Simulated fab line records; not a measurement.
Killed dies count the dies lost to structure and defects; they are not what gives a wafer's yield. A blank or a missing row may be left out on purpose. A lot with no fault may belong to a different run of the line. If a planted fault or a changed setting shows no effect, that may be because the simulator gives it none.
The tool behind it: which one? / flow n5Finfet / 23 wafers from 9 lots sampled at 5 of the route's 1938 steps

== WHAT EACH GAUGE READ, for each wafer ==
N5_BEOL_M4_RC_MEAS_101. Usual: DIBL_N 35.8 mV/V, standard deviation 2.2; DIBL_P 35.3 mV/V, standard deviation 2.7; IOFF_N 0.16 nA/um, standard deviation 0.043; IOFF_P 0.21 nA/um, standard deviation 0.043; ION_N 676 uA/um, standard deviation 15; ION_P 463 uA/um, standard deviation 9.1; SS_N 71.4 mV/dec, standard deviation 0.77; SS_P 73.0 mV/dec, standard deviation 0.79; VT_N 250 mV, standard deviation 4; VT_P -249.8 mV, standard deviation 2.8.
lot=L185; measured=day 8 08:11; on=prober-02; DIBL_N (mV/V)=37.7 40.3 35.7; DIBL_P (mV/V)=39.0 41.7 37.3; IOFF_N (nA/um)=0.19 0.25 0.17; IOFF_P (nA/um)=0.24 0.30 0.22; ION_N (uA/um)=689 708 694; ION_P (uA/um)=474 481 478; SS_N (mV/dec)=70.9 71.5 70.7; SS_P (mV/dec)=72.4 73.9 72.3; VT_N (mV)=242 240 244; VT_P (mV)=-246.0 -244.5 -247.6; flag=
lot=L187; measured=day 9 01:29; on=prober-02; DIBL_N (mV/V)=29.6 38.5 38.8; DIBL_P (mV/V)=29.3 39.2 39.7; IOFF_N (nA/um)=0.08 0.23 0.24; IOFF_P (nA/um)=0.13 0.27 0.27; ION_N (uA/um)=641 693 691; ION_P (uA/um)=453 474 465; SS_N (mV/dec)=70.4 71.8 72.6; SS_P (mV/dec)=72.0 74.0 74.1; VT_N (mV)=259 244 245; VT_P (mV)=-254.3 -245.1 -245.0; flag=
lot=L191; measured=day 9 20:19; on=prober-01; DIBL_N (mV/V)=35.9 36.5; DIBL_P (mV/V)=37.5 38.6; IOFF_N (nA/um)=0.16 0.16; IOFF_P (nA/um)=0.20 0.23; ION_N (uA/um)=672 661; ION_P (uA/um)=460 454; SS_N (mV/dec)=71.6 71.9; SS_P (mV/dec)=73.0 73.5; VT_N (mV)=249 250; VT_P (mV)=-250.0 -248.3; flag=
lot=L192; measured=day 9 21:51; on=prober-02; DIBL_N (mV/V)=32.4 36.9; DIBL_P (mV/V)=32.2 36.6; IOFF_N (nA/um)=0.11 0.18; IOFF_P (nA/um)=0.17 0.23; ION_N (uA/um)=673 680; ION_P (uA/um)=463 460; SS_N (mV/dec)=70.6 72.2; SS_P (mV/dec)=72.5 73.7; VT_N (mV)=253 248; VT_P (mV)=-250.5 -249.3; flag=
lot=L190; measured=day 10 00:14; on=prober-02; DIBL_N (mV/V)=37.4 38.7; DIBL_P (mV/V)=36.2 38.2; IOFF_N (nA/um)=0.17 0.19; IOFF_P (nA/um)=0.24 0.28; ION_N (uA/um)=681 695; ION_P (uA/um)=474 475; SS_N (mV/dec)=71.5 72.6; SS_P (mV/dec)=73.3 73.8; VT_N (mV)=251 247; VT_P (mV)=-248.1 -247.4; flag=
lot=L193; measured=day 10 15:54; on=prober-02; DIBL_N (mV/V)=37.2 38.9 35.4; DIBL_P (mV/V)=35.2 36.9 33.4; IOFF_N (nA/um)=0.17 0.19 0.13; IOFF_P (nA/um)=0.20 0.22 0.17; ION_N (uA/um)=675 687 670; ION_P (uA/um)=458 469 463; SS_N (mV/dec)=71.4 71.9 71.0; SS_P (mV/dec)=72.9 73.0 72.4; VT_N (mV)=249 250 255; VT_P (mV)=-251.0 -249.8 -253.7; flag=
lot=L197; measured=day 11 07:35; on=prober-01; DIBL_N (mV/V)=36.4 38.4; DIBL_P (mV/V)=36.0 38.3; IOFF_N (nA/um)=0.16 0.21; IOFF_P (nA/um)=0.19 0.23; ION_N (uA/um)=690 670; ION_P (uA/um)=464 450; SS_N (mV/dec)=70.8 72.7; SS_P (mV/dec)=73.7 73.3; VT_N (mV)=249 245; VT_P (mV)=-250.6 -248.7; flag=
lot=L200; measured=day 12 01:48; on=prober-01; DIBL_N (mV/V)=39.1 34.7 33.8; DIBL_P (mV/V)=39.6 33.9 33.5; IOFF_N (nA/um)=0.22 0.14 0.14; IOFF_P (nA/um)=0.26 0.19 0.17; ION_N (uA/um)=688 677 689; ION_P (uA/um)=468 466 465; SS_N (mV/dec)=71.5 71.0 70.9; SS_P (mV/dec)=74.2 72.7 73.3; VT_N (mV)=245 251 251; VT_P (mV)=-250.3 -252.1 -254.2; flag=
lot=L203; measured=day 13 05:27; on=prober-02; DIBL_N (mV/V)=34.2 33.0 39.0; DIBL_P (mV/V)=33.5 34.1 40.5; IOFF_N (nA/um)=0.12 0.13 0.24; IOFF_P (nA/um)=0.18 0.19 0.30; ION_N (uA/um)=666 670 702; ION_P (uA/um)=460 469 486; SS_N (mV/dec)=70.2 70.6 71.8; SS_P (mV/dec)=72.3 72.6 74.1; VT_N (mV)=255 249 244; VT_P (mV)=-250.9 -249.6 -244.9; flag=

== WHAT TOOL EACH LOT RAN ON (gives the tool, then ch and the chambers of the sampled wafers, and finally the start) ==
lot=L185; N5_BEOL_M3_ETCH_74=rieDiel-05 ch 0,1,2, day 7 07:59; N5_BEOL_M3_ETCH_63=rieDiel-05 ch 0,1,2, day 7 08:01; N5_BEOL_M3_ETCH_77=rieDiel-03 ch 0,2, day 7 08:52; N5_BEOL_M3_VIA_ETCH_34=rieDiel-05 ch 0,1,2, day 7 15:55
lot=L187; N5_BEOL_M3_ETCH_74=rieDiel-05 ch 1,3, day 7 22:11; N5_BEOL_M3_ETCH_63=rieDiel-05 ch 1,3, day 7 22:13; N5_BEOL_M3_ETCH_77=rieDiel-05 ch 2,3, day 7 23:15; N5_BEOL_M3_VIA_ETCH_34=rieDiel-05 ch 1,2, day 8 00:17
lot=L191; N5_BEOL_M3_ETCH_74=rieDiel-05 ch 0,2, day 8 12:20; N5_BEOL_M3_ETCH_63=rieDiel-05 ch 0,2, day 8 12:21; N5_BEOL_M3_ETCH_77=rieDiel-05 ch 2, day 8 13:12; N5_BEOL_M3_VIA_ETCH_34=rieDiel-06 ch 1,3, day 9 01:05
lot=L192; N5_BEOL_M3_ETCH_74=rieDiel-03 ch 0,3, day 8 14:51; N5_BEOL_M3_ETCH_63=rieDiel-03 ch 0,3, day 8 14:52; N5_BEOL_M3_ETCH_77=rieDiel-03 ch 1,3, day 8 15:43; N5_BEOL_M3_VIA_ETCH_34=rieDiel-05 ch 1,2, day 9 05:37
lot=L190; N5_BEOL_M3_ETCH_74=rieDiel-03 ch 0,3, day 8 22:05; N5_BEOL_M3_ETCH_63=rieDiel-03 ch 0,3, day 8 22:07; N5_BEOL_M3_ETCH_77=rieDiel-06 ch 0,1, day 8 22:58; N5_BEOL_M3_VIA_ETCH_34=rieDiel-06 ch 0,3, day 9 06:34
lot=L193; N5_BEOL_M3_ETCH_74=rieDiel-06 ch 0,1,3, day 9 10:57; N5_BEOL_M3_ETCH_63=rieDiel-06 ch 0,1,3, day 9 10:58; N5_BEOL_M3_ETCH_77=rieDiel-03 ch 0,2,3, day 9 11:59; N5_BEOL_M3_VIA_ETCH_34=rieDiel-03 ch 0,1, day 10 01:11
lot=L197; N5_BEOL_M3_ETCH_74=rieDiel-03 ch 0, day 10 05:35; N5_BEOL_M3_ETCH_63=rieDiel-03 ch 0, day 10 05:36; N5_BEOL_M3_ETCH_77=rieDiel-06 ch 2, day 10 06:55; N5_BEOL_M3_VIA_ETCH_34=rieDiel-06 ch 1,2, day 10 14:10
lot=L200; N5_BEOL_M3_ETCH_74=rieDiel-03 ch 0,2, day 11 07:20; N5_BEOL_M3_ETCH_63=rieDiel-03 ch 0,2, day 11 07:20; N5_BEOL_M3_ETCH_77=rieDiel-06 ch 0,2,3, day 11 08:20; N5_BEOL_M3_VIA_ETCH_34=rieDiel-06 ch 0,2, day 11 11:26
lot=L203; N5_BEOL_M3_ETCH_74=rieDiel-06 ch 0,2,3, day 12 01:47; N5_BEOL_M3_ETCH_63=rieDiel-06 ch 0,2,3, day 12 01:49; N5_BEOL_M3_ETCH_77=rieDiel-06 ch 1,2,3, day 12 02:40; N5_BEOL_M3_VIA_ETCH_34=rieDiel-03 ch 0,1,3, day 12 07:39
- N5_BEOL_M3_ETCH_74: etches underlayer in N2/H2, target depth 6.5 nm, time 5.2 s.
- N5_BEOL_M3_ETCH_63: etches SiARC in CF4, target depth 15.6 nm, time 26 s.
- N5_BEOL_M3_ETCH_77: etches underlayer in N2/H2, target depth 6.5 nm, time 5.2 s.
- N5_BEOL_M3_VIA_ETCH_34: etches the open film in C4F6/O2, target depth 69.4 nm, time 65.9 s.

== AS READ BY THE TOOLS THEMSELVES (means over the sampled wafers that have a number; for cases with no such wafer, the mark the record gives instead) ==
N5_BEOL_M3_ETCH_74. Usual: drypumpMotorCurrentA 5.8 A (standard deviation 0.32); etchRfOnTimeS 5.21 s (standard deviation 0.21); h2FlowSccm 199.9 sccm (standard deviation 0.63); oesProductAu 0.67 a.u. (standard deviation 0.07); rfVppV 523.0 V (standard deviation 2.6); showerheadPlenumPTorr 2.51 Torr (standard deviation 0.087); throttleValvePct 17.90 % (standard deviation 0.21).
lot=L185; tool=rieDiel-05; drypumpMotorCurrentA (A)=5.5; etchRfOnTimeS (s)=5.23; h2FlowSccm (sccm)=200.6; oesProductAu (a.u.)=0.70; rfVppV (V)=526.2; showerheadPlenumPTorr (Torr)=2.59; throttleValvePct (%)=17.85; flag=
lot=L187; tool=rieDiel-05; drypumpMotorCurrentA (A)=5.9; etchRfOnTimeS (s)=5.27; h2FlowSccm (sccm)=199.8; oesProductAu (a.u.)=0.68; rfVppV (V)=525.8; showerheadPlenumPTorr (Torr)=2.62; throttleValvePct (%)=18.03; flag=
lot=L191; tool=rieDiel-05; drypumpMotorCurrentA (A)=5.4; etchRfOnTimeS (s)=5.40; h2FlowSccm (sccm)=199.4; oesProductAu (a.u.)=0.70; rfVppV (V)=526.2; showerheadPlenumPTorr (Torr)=2.56; throttleValvePct (%)=17.88; flag=
lot=L192; tool=rieDiel-03; drypumpMotorCurrentA (A)=6.1; etchRfOnTimeS (s)=5.31; h2FlowSccm (sccm)=201.1; oesProductAu (a.u.)=0.71; rfVppV (V)=522.5; showerheadPlenumPTorr (Torr)=2.46; throttleValvePct (%)=17.86; flag=
lot=L190; tool=rieDiel-03; drypumpMotorCurrentA (A)=6.1; etchRfOnTimeS (s)=5.28; h2FlowSccm (sccm)=199.6; oesProductAu (a.u.)=0.71; rfVppV (V)=523.0; showerheadPlenumPTorr (Torr)=2.46; throttleValvePct (%)=17.88; flag=
lot=L193; tool=rieDiel-06; drypumpMotorCurrentA (A)=5.7; etchRfOnTimeS (s)=5.17; h2FlowSccm (sccm)=200.0; oesProductAu (a.u.)=0.68; rfVppV (V)=520.6; showerheadPlenumPTorr (Torr)=2.45; throttleValvePct (%)=17.80; flag=
lot=L197; tool=rieDiel-03; drypumpMotorCurrentA (A)=6.4; etchRfOnTimeS (s)=5.35; h2FlowSccm (sccm)=200.2; oesProductAu (a.u.)=0.76; rfVppV (V)=522.0; showerheadPlenumPTorr (Torr)=2.47; throttleValvePct (%)=17.62; flag=
lot=L200; tool=rieDiel-03; drypumpMotorCurrentA (A)=6.1; etchRfOnTimeS (s)=5.12; h2FlowSccm (sccm)=199.7; oesProductAu (a.u.)=0.64; rfVppV (V)=521.8; showerheadPlenumPTorr (Torr)=2.43; throttleValvePct (%)=17.76; flag=
lot=L203; tool=rieDiel-06; drypumpMotorCurrentA (A)=5.6; etchRfOnTimeS (s)=5.08; h2FlowSccm (sccm)=199.8; oesProductAu (a.u.)=0.73; rfVppV (V)=524.0; showerheadPlenumPTorr (Torr)=2.54; throttleValvePct (%)=17.78; flag=

N5_BEOL_M3_ETCH_63. Usual: drypumpMotorCurrentA 5.8 A, standard deviation 0.32; etchRfOnTimeS 25.9 s, standard deviation 1.1; oesProductAu 0.67 a.u., standard deviation 0.069; rfVppV 183.7 V, standard deviation 1.2; showerheadPlenumPTorr 2.12 Torr, standard deviation 0.067; throttleValvePct 15.67 %, standard deviation 0.19.
lot=L185; tool=rieDiel-05; drypumpMotorCurrentA (A)=5.5; etchRfOnTimeS (s)=26.1; oesProductAu (a.u.)=0.70; rfVppV (V)=184.0; showerheadPlenumPTorr (Torr)=2.19; throttleValvePct (%)=15.73; flag=
lot=L187; tool=rieDiel-05; drypumpMotorCurrentA (A)=5.8; etchRfOnTimeS (s)=26.0; oesProductAu (a.u.)=0.69; rfVppV (V)=184.4; showerheadPlenumPTorr (Torr)=2.20; throttleValvePct (%)=15.74; flag=
lot=L191; tool=rieDiel-05; drypumpMotorCurrentA (A)=5.4; etchRfOnTimeS (s)=26.7; oesProductAu (a.u.)=0.71; rfVppV (V)=184.2; showerheadPlenumPTorr (Torr)=2.17; throttleValvePct (%)=15.80; flag=
lot=L192; tool=rieDiel-03; drypumpMotorCurrentA (A)=6.1; etchRfOnTimeS (s)=26.4; oesProductAu (a.u.)=0.72; rfVppV (V)=183.4; showerheadPlenumPTorr (Torr)=2.08; throttleValvePct (%)=15.62; flag=
lot=L190; tool=rieDiel-03; drypumpMotorCurrentA (A)=6.1; etchRfOnTimeS (s)=26.2; oesProductAu (a.u.)=0.72; rfVppV (V)=182.7; showerheadPlenumPTorr (Torr)=2.08; throttleValvePct (%)=15.62; flag=
lot=L193; tool=rieDiel-06; drypumpMotorCurrentA (A)=5.7; etchRfOnTimeS (s)=25.8; oesProductAu (a.u.)=0.68; rfVppV (V)=183.1; showerheadPlenumPTorr (Torr)=2.06; throttleValvePct (%)=15.49; flag=
lot=L197; tool=rieDiel-03; drypumpMotorCurrentA (A)=6.4; etchRfOnTimeS (s)=26.6; oesProductAu (a.u.)=0.76; rfVppV (V)=183.1; showerheadPlenumPTorr (Torr)=2.09; throttleValvePct (%)=15.36; flag=
lot=L200; tool=rieDiel-03; drypumpMotorCurrentA (A)=6.2; etchRfOnTimeS (s)=25.5; oesProductAu (a.u.)=0.64; rfVppV (V)=182.8; showerheadPlenumPTorr (Torr)=2.05; throttleValvePct (%)=15.59; flag=
lot=L203; tool=rieDiel-06; drypumpMotorCurrentA (A)=5.6; etchRfOnTimeS (s)=25.5; oesProductAu (a.u.)=0.73; rfVppV (V)=184.2; showerheadPlenumPTorr (Torr)=2.14; throttleValvePct (%)=15.46; flag=

N5_BEOL_M3_ETCH_77. Usual: drypumpMotorCurrentA 5.8 A (standard deviation 0.31); etchRfOnTimeS 5.18 s (standard deviation 0.19); h2FlowSccm 200.2 sccm (standard deviation 0.62); oesProductAu 0.68 a.u. (standard deviation 0.073); rfVppV 523.0 V (standard deviation 2.7); showerheadPlenumPTorr 2.51 Torr (standard deviation 0.091); throttleValvePct 17.90 % (standard deviation 0.2).
lot=L185; tool=rieDiel-03; drypumpMotorCurrentA (A)=6.3; etchRfOnTimeS (s)=5.17; h2FlowSccm (sccm)=200.1; oesProductAu (a.u.)=0.77; rfVppV (V)=523.3; showerheadPlenumPTorr (Torr)=2.46; throttleValvePct (%)=17.63; flag=
lot=L187; tool=rieDiel-05; drypumpMotorCurrentA (A)=5.8; etchRfOnTimeS (s)=5.47; h2FlowSccm (sccm)=200.6; oesProductAu (a.u.)=0.67; rfVppV (V)=525.1; showerheadPlenumPTorr (Torr)=2.56; throttleValvePct (%)=17.98; flag=
lot=L191; tool=rieDiel-05; drypumpMotorCurrentA (A)=5.3; etchRfOnTimeS (s)=5.71; h2FlowSccm (sccm)=201.1; oesProductAu (a.u.)=0.59; rfVppV (V)=524.8; showerheadPlenumPTorr (Torr)=2.49; throttleValvePct (%)=17.69; flag=
lot=L192; tool=rieDiel-03; drypumpMotorCurrentA (A)=5.8; etchRfOnTimeS (s)=5.22; h2FlowSccm (sccm)=200.1; oesProductAu (a.u.)=0.66; rfVppV (V)=522.8; showerheadPlenumPTorr (Torr)=2.50; throttleValvePct (%)=18.06; flag=
lot=L190; tool=rieDiel-06; drypumpMotorCurrentA (A)=5.7; etchRfOnTimeS (s)=5.28; h2FlowSccm (sccm)=198.9; oesProductAu (a.u.)=0.69; rfVppV (V)=520.8; showerheadPlenumPTorr (Torr)=2.46; throttleValvePct (%)=17.84; flag=
lot=L193; tool=rieDiel-03; drypumpMotorCurrentA (A)=6.0; etchRfOnTimeS (s)=5.19; h2FlowSccm (sccm)=200.3; oesProductAu (a.u.)=0.67; rfVppV (V)=521.5; showerheadPlenumPTorr (Torr)=2.45; throttleValvePct (%)=17.84; flag=
lot=L197; tool=rieDiel-06; drypumpMotorCurrentA (A)=5.3; etchRfOnTimeS (s)=5.00; h2FlowSccm (sccm)=199.8; oesProductAu (a.u.)=0.85; rfVppV (V)=530.0; showerheadPlenumPTorr (Torr)=2.75; throttleValvePct (%)=17.89; flag=
lot=L200; tool=rieDiel-06; drypumpMotorCurrentA (A)=5.6; etchRfOnTimeS (s)=4.91; h2FlowSccm (sccm)=220.2; oesProductAu (a.u.)=0.74; rfVppV (V)=523.9; showerheadPlenumPTorr (Torr)=2.61; throttleValvePct (%)=18.43; flag=OFF
lot=L203; tool=rieDiel-06; drypumpMotorCurrentA (A)=5.6; etchRfOnTimeS (s)=4.91; h2FlowSccm (sccm)=220.2; oesProductAu (a.u.)=0.71; rfVppV (V)=522.5; showerheadPlenumPTorr (Torr)=2.59; throttleValvePct (%)=18.55; flag=OFF

N5_BEOL_M3_VIA_ETCH_34. Usual: drypumpMotorCurrentA 5.77 A, standard deviation 0.3; oesProductAu 0.79 a.u., standard deviation 0.081; rfVppV 664 V, standard deviation 15; showerheadPlenumPTorr 2.79 Torr, standard deviation 0.1; throttleValvePct 30.7 %, standard deviation 0.35.
lot=L185; tool=rieDiel-05; drypumpMotorCurrentA (A)=5.54; oesProductAu (a.u.)=0.82; rfVppV (V)=671; showerheadPlenumPTorr (Torr)=2.90; throttleValvePct (%)=30.9; flag=
lot=L187; tool=rieDiel-05; drypumpMotorCurrentA (A)=5.48; oesProductAu (a.u.)=0.72; rfVppV (V)=669; showerheadPlenumPTorr (Torr)=2.89; throttleValvePct (%)=31.0; flag=
lot=L191; tool=rieDiel-06; drypumpMotorCurrentA (A)=5.75; oesProductAu (a.u.)=0.76; rfVppV (V)=658; showerheadPlenumPTorr (Torr)=2.70; throttleValvePct (%)=30.4; flag=
lot=L192; tool=rieDiel-05; drypumpMotorCurrentA (A)=5.55; oesProductAu (a.u.)=0.73; rfVppV (V)=674; showerheadPlenumPTorr (Torr)=2.89; throttleValvePct (%)=30.9; flag=
lot=L190; tool=rieDiel-06; drypumpMotorCurrentA (A)=5.71; oesProductAu (a.u.)=0.82; rfVppV (V)=670; showerheadPlenumPTorr (Torr)=2.73; throttleValvePct (%)=30.6; flag=
lot=L193; tool=rieDiel-03; drypumpMotorCurrentA (A)=6.24; oesProductAu (a.u.)=0.85; rfVppV (V)=672; showerheadPlenumPTorr (Torr)=2.79; throttleValvePct (%)=30.5; flag=
lot=L197; tool=rieDiel-06; drypumpMotorCurrentA (A)=5.49; oesProductAu (a.u.)=0.86; rfVppV (V)=663; showerheadPlenumPTorr (Torr)=2.87; throttleValvePct (%)=30.5; flag=
lot=L200; tool=rieDiel-06; drypumpMotorCurrentA (A)=5.42; oesProductAu (a.u.)=0.91; rfVppV (V)=676; showerheadPlenumPTorr (Torr)=2.95; throttleValvePct (%)=30.8; flag=
lot=L203; tool=rieDiel-03; drypumpMotorCurrentA (A)=6.03; oesProductAu (a.u.)=0.79; rfVppV (V)=668; showerheadPlenumPTorr (Torr)=2.76; throttleValvePct (%)=30.6; flag=

== THE ANSWER, worked out from the rows above alone ==
Rule: lot off if the mean of its wafers having a number is beyond 3 standard deviations from the usual mean. A lot without any number at a reading at which 4 lots or more have one is off too. Any other lot the step has rows for is counted as sound. The gauges are gone through in route order, then the tools' own readings, and for those a lot's mean is taken as printed above. The first step at which some lot is off is used, and at that step the reading that is off furthest; a lot without a number counts as furthest.
Off, at N5_BEOL_M3_ETCH_77 on h2FlowSccm: L200, L203.
A tool fits if, at that step or a process step before it, it ran every lot that is off, and no sound lot after the first of them. One fits: N5_BEOL_M3_ETCH_77 on rieDiel-06. A fault onset in the window from L197 (day 10 06:55, its last sound lot) to L200 (day 11 08:20, its first lot off) fits.
The tool's own readings at N5_BEOL_M3_ETCH_77 bear it out: on the lots that are off they differ by more than 5 times the standard deviation of the sound lots' means. h2FlowSccm reads 220.2 sccm there against 200.1 sccm on the sound lots.

== WHAT THE SIMULATOR HAD PUT IN ==
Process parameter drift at N5_BEOL_M3_ETCH_77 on rieDiel-06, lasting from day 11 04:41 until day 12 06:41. From 200, the setting h2FlowSccm moved by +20. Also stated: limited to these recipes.
Struck lots among those shown: L200, L203. The rule above found the same.
